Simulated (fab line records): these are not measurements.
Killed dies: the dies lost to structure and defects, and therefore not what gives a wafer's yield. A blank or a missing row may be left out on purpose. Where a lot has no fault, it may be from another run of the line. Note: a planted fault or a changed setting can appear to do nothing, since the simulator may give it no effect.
The same fault as seen by 2 desks -- flow n5-finfet -- numbers are kept per desk, each desk with only its own; the story behind them comes last

TOOL OWNER'S DESK, ald-hk-02
The tool's own readings at N5_HKMG_FIN_ALD_74 (deposits La2O3, target thk 0.5 nm, pulse time 6 s, co reactant pulse time 1 s): means of the sampled wafers that have a number, for each lot that ran on this tool. The brackets show how far a lot's mean lies from the usual mean; more than 4 standard deviations puts the lot out of limits, marked OUT.
Columns: A = heater-power-w at N5_HKMG_FIN_ALD_74, usual 352 W; B = precursor-pulse-height-rel at N5_HKMG_FIN_ALD_74, usual 1.003
lot,first seen here,A,B
L862,day 4 12:53,366,0.990
L866,day 5 12:40,409,1.027
L867,day 5 18:48,378,1.014
L872,day 7 02:42,351,1.006
L877,day 8 06:43,388,1.009
Finding of this desk: none of the 5 lots has anything out of limits.

AT THE METROLOGY DESK
Lot by lot, what the gauges showed, no matter which tool ran the lot: averages of those sampled wafers that carry a number. The brackets show how far a lot's mean lies from the usual mean; more than 4 standard deviations puts the lot out of limits, marked OUT. Shown here are 7 of its 15 readings, the ones lying furthest out on some lot.
Columns: A = IOFF_P_85C at N5_BEOL_M4_RC_MEAS_101, usual 3.5 nA/um; B = IOFF_P_LIN at N5_BEOL_M4_RC_MEAS_101, usual 0.096 nA/um; C = IOFF_P_LONG at N5_BEOL_M4_RC_MEAS_101, usual 0.000103 nA/um; D = ION_P at N5_BEOL_M4_RC_MEAS_101, usual 460 uA/um; E = VT_N_LVT at N5_BEOL_M4_RC_MEAS_101, usual 98.6 mV; F = VT_P at N5_BEOL_M4_RC_MEAS_101, usual -251.6 mV; G = VT_P_LONG at N5_BEOL_M4_RC_MEAS_101, usual -276.5 mV
lot,first seen here,A,B,C,D,E,F,G
L860,day 8 02:14,3.8,0.104,0.000104,461,97.6,-250.8,-274.5
L862,day 8 14:56,3.7,0.104,0.000121,469,99.3,-248.0,-272.6
L865,day 8 23:53,3.4,0.091,0.000099,456,101.7,-253.8,-278.3
L863,day 9 02:19,3.3,0.093,0.000100,459,99.4,-253.3,-276.7
L866,day 9 10:04,3.2,0.086,0.000094,456,98.8,-253.8,-278.7
L867,day 10 00:45,2.7,0.076,0.000095,448,96.9,-256.6,-279.1
L870,day 11 03:59,3.4,0.094,0.000101,464,100.7,-250.9,-277.7
L872,day 11 05:29,3.2,0.088,0.000101,459,99.7,-254.1,-274.8
L871,day 11 08:32,3.6,0.102,0.000104,465,96.5,-249.9,-276.1
L877,day 12 11:29,2.6,0.070,0.000084,442,91.8,-261.9,-286.6
Finding of this desk: none of the 10 lots has anything out of limits.

ALL TOGETHER
The tool owner's desk saw nothing out of limits.
At the metrology desk, nothing out of limits was observed.

WHAT THE SIMULATOR HAD PUT IN
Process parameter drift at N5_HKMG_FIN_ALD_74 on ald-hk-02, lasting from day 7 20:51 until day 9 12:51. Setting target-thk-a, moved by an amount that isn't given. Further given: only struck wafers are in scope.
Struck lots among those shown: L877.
